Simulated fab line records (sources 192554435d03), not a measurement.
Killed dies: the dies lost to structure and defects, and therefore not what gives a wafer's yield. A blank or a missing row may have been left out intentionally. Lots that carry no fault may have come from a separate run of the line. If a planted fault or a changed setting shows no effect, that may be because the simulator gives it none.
A lot that was struck, set against a sound lot	flow n5 finfet	40 steps out of a route of 1938
Sound: the wafers L476.1, L476.3, L476.4. Struck: wafer L462.4 (L462.3, L462.5, from the same lot, were not struck and are left out); the cause is given at the end.
Each step with rows lists, per side, the tool, then ch with its chambers, then its first start. Under that, the readings that differ: sound wafers	struck wafers	difference of the means	sigmas: that difference in standard deviations of wafers without a fault.
alike: a reading whose means differ by less than 2 such deviations, as well as words and numbers matching on both sides. not compared: withheld readings; readings where some wafer has no value; bounds like >300 that might hide an equal value; numbers whose values overlap and for which the record gives no deviation.
Wherever a step has rows on one side only, a row that says differs or no value, or a row with sigmas, the two part there. Non-overlapping numbers with no deviation appear without sigmas and do not part them. Lack of a reading on every wafer of one side parts them only where that side has two or more wafers.

first, 11 steps without rows for these wafers: N5_STI_FIN_REVEAL_ALD_14 (deposits Si3N4, target thk 3 nm); N5_STI_FIN_REVEAL_FCVD_FILL_01 (material SiO2 flowable, target thk 312 nm, time 512.2 s); N5_STI_FIN_REVEAL_DENSIFY_02 (time 1800 s); N5_STI_FIN_REVEAL_CMP_04 (polishes, stops on Si3N4, t overpolish 4 s, target thk 131.83 nm); N5_STI_FIN_REVEAL_DENSIFY_30; N5_STI_FIN_REVEAL_ETCHBACK_08 (etches SiO2 in C4F6/O2, target depth 30.5 nm, time 10.167 s); N5_STI_FIN_REVEAL_STRIP_24 (strips in N2/H2, time 90 s); N5_STI_FIN_REVEAL_PRECLEAN_25 (cleans in SPM, time 90 s); N5_STI_FIN_REVEAL_PRECLEAN_26 (cleans in SC1, time 45 s); N5_STI_FIN_REVEAL_PRECLEAN_29 (cleans in DHF, time 30 s); N5_STI_FIN_REVEAL_SRD_12 (time 30 s).
N5_STI_FIN_REVEAL_RECESS_09: chemistry HF/NH3, target SiO2, afs cycles 11, target depth 42.5 nm, sublimation time 60 s.
  sound on vapor etch-02 ch 0,1, day 7 18:29; struck on vapor etch-02 ch 1, day 4 03:47
  alike: drypump motor current A, foreline p Torr
then, 10 steps without rows for these wafers: N5_STI_FIN_REVEAL_STRIP_16 (strips SiNx in H3PO4, target depth 23.8 nm); N5_STI_FIN_REVEAL_PRECLEAN_17 (cleans in NF3:NH3, afs cycles 1, time 20 s, sublimation time 60 s); N5_STI_FIN_REVEAL_ETCH_34 (etches Si in H2, material Si, target depth 0.97 nm); N5_STI_FIN_REVEAL_OXIDATION_31 (chemistry O2 PLASMA REMOTE, time 20 s); N5_STI_FIN_REVEAL_PRECLEAN_32 (cleans in NF3:NH3, afs cycles 1, time 20 s, sublimation time 60 s); N5_STI_FIN_REVEAL_STRIP_35 (strips Si3N4 in H3PO4, target depth 4 nm, time 39 s); N5_STI_FIN_REVEAL_SRD_21 (time 30 s); N5_STI_FIN_REVEAL_OXIDATION_33 (chemistry O2 PLASMA REMOTE, time 20 s); N5_STI_FIN_REVEAL_CLEAN_19 (cleans in O3/DIW, time 120 s); N5_STI_FIN_REVEAL_SRD_23 (time 30 s).
N5_STI_FIN_REVEAL_FIN_H_MEAS_10:
  sound on ocd-01, day 7 21:11; struck on ocd-01, day 4 05:58
reading	sound	struck	difference	sigmas
trench depth nm (nm)	51.8 52.6 51.9	49.1	-3.0	-4
then, 15 steps without rows for these wafers: N5_STI_FIN_REVEAL_PRECLEAN_18 (cleans in SC2, time 45 s); N5_STI_FIN_REVEAL_SRD_28 (time 30 s); N5_DUMMY_GATE_PRECLEAN_00 (cleans in O3/DIW, time 60 s); N5_DUMMY_GATE_SRD_01 (time 30 s); N5_DUMMY_GATE_ALD_02 (deposits SiO2, target thk 2 nm, pulse time 1 s); N5_DUMMY_GATE_CVD_03 (deposits a-Si from SiH4, target thk 150 nm, time 8042 s); N5_DUMMY_GATE_PRECLEAN_46 (cleans in DIW, time 89.5 s); N5_DUMMY_GATE_SRD_47 (dry time 32 s); N5_DUMMY_GATE_CMP_04 (polishes a-Si); N5_DUMMY_GATE_HM_DEP_06 (deposits SiNx from DCS/NH3, target thk 80 nm, time 5141 s); N5_DUMMY_GATE_PECVD_30 (deposits SiO2 from TEOS/O2, target thk 55 nm, time 10.8 s); N5_DUMMY_GATE_COAT_34 (time 60 s, resist thk 60 nm); N5_DUMMY_GATE_COAT_35 (time 60 s, resist thk 10 nm); N5_DUMMY_GATE_COAT_28 (time 60 s, resist thk 10 nm); N5_DUMMY_GATE_COAT_09 (resist thk 30 nm).
-- record jumps: 8 days separate the struck wafers' starts on either side; left off in module DUMMY_GATE, taken up again in module BEOL_M4, whose first shown step is the route's number 1111 --
N5_BEOL_M4_RC_MEAS_101:
  sound on prober-02 ch 0, day 15 06:32; struck on prober-01 ch 0, day 12 05:40
reading	sound	struck	difference	sigmas
ION_N (uA/um)	668 678 682	637	-39	-4
ION_P (uA/um)	470 473 474	433	-39	-5
SS_N (mV/dec)	70.8 71.0 72.5	73.9	+2.5	+4
  alike: DIBL_N, DIBL_P, IOFF_N, IOFF_P, SS_P, VT_N, VT_P
-- a jump in the record: the struck wafers' starts before and after are 5 days apart (it breaks off in module BEOL_M4 and resumes in module PASSIVATION, where the first step shown is number 1936 of the route) --
N5_PASSIVATION_PROBE_49:
  sound on prober-02, day 20 05:56; struck on prober-02, day 16 21:57
reading	sound	struck	difference	sigmas
killed_at_M4_up	4 5 10	24	+18	+3
sort_bin_5_function (%)	4.9 3.4 3.5	6.0	+2.1	+2
sort_bin_8_speed (%)	0 0 0	3.98	+3.98	+99 or more
sort n pass	1071 1115 1104	1022	-75	-5
sort yield pct (%)	90.8 94.5 93.6	86.6	-6.4	-5
  alike: defect limited yield, killed_at_M0_to_M3, killed at contacts, killed at front end, killed at other, killed dies, killed open, killed short, sort_bin_6_memory

WHERE THEY PART
At N5_STI_FIN_REVEAL_FIN_H_MEAS_10 first; at N5_PASSIVATION_PROBE_49 last (within this record only).

WHY: the cause the simulator had injected
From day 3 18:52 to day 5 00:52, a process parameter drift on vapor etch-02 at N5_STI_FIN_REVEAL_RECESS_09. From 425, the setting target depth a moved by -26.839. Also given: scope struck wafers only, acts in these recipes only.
